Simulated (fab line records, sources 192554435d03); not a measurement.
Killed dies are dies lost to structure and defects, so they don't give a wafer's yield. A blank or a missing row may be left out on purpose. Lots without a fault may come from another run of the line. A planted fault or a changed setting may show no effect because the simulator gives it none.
Chamber matching | flow n5_finfet | N5_BEOL_M2_ALD_84 on ald_metal-04: 4 sister chambers
The step deposits TaN, pulse time 2 s, purge time 3 s, co reactant purge time 2 s. 8 wafers are shown with their chamber, then 7 later ones without.

WAFERS WITH THEIR CHAMBER
wafer  | chamber | heater_power_w (W) | precursor_vessel_temp_c (C)
L074.4 | 2       | 415                | 75.06
L081.2 | 3       | 441                | 75.09
L081.4 | 1       | 345                | 75.06
L081.6 | 2       | 400                | 74.99
L083.5 | 3       | 443                | 74.97
L083.6 | 0       | 396                | 75.05
L086.1 | 0       | 384                | 74.94
L086.2 | 1       | 339                | 75.03

WAFERS WITHOUT THEIR CHAMBER
wafer  | heater_power_w (W) | precursor_vessel_temp_c (C)
L086.4 | 405                | 75.05
L087.3 | 337                | 75.02
L087.4 | 440                | 74.89
L087.6 | 386                | 74.84
L096.1 | 394                | 75.09
L096.3 | 432                | 75.16
L096.5 | 434                | 75.04

WHICH CHAMBER EACH WENT THROUGH
wafer  | from the rows above     | in truth
L086.4 | can't be placed: 2 or 0 | 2
L087.3 | 1                       | 1
L087.4 | 3                       | 3
L087.6 | can't be placed: 0 or 2 | 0
L096.1 | can't be placed: 0 or 2 | 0
L096.3 | can't be placed: 3 or 2 | 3
L096.5 | 3                       | 3
Placed correctly: 3 of 7. Can't be placed from these rows: 4 (the true chamber is among the candidates in 4). Placed wrongly: 0.
How it was worked out, from the rows above alone: a wafer's distance from a chamber is the root of the sum, over the readings, of the square of ((its reading less the chamber's mean) divided by the reading's scatter). The wafer belongs to the nearest chamber; if the next one is less than 2 further off, it can't be placed. A chamber's mean is the mean of its shown wafers. The scatter: the root of (the sum of the squares of (reading less its chamber's mean) over the shown wafers, divided by (wafers less chambers)).
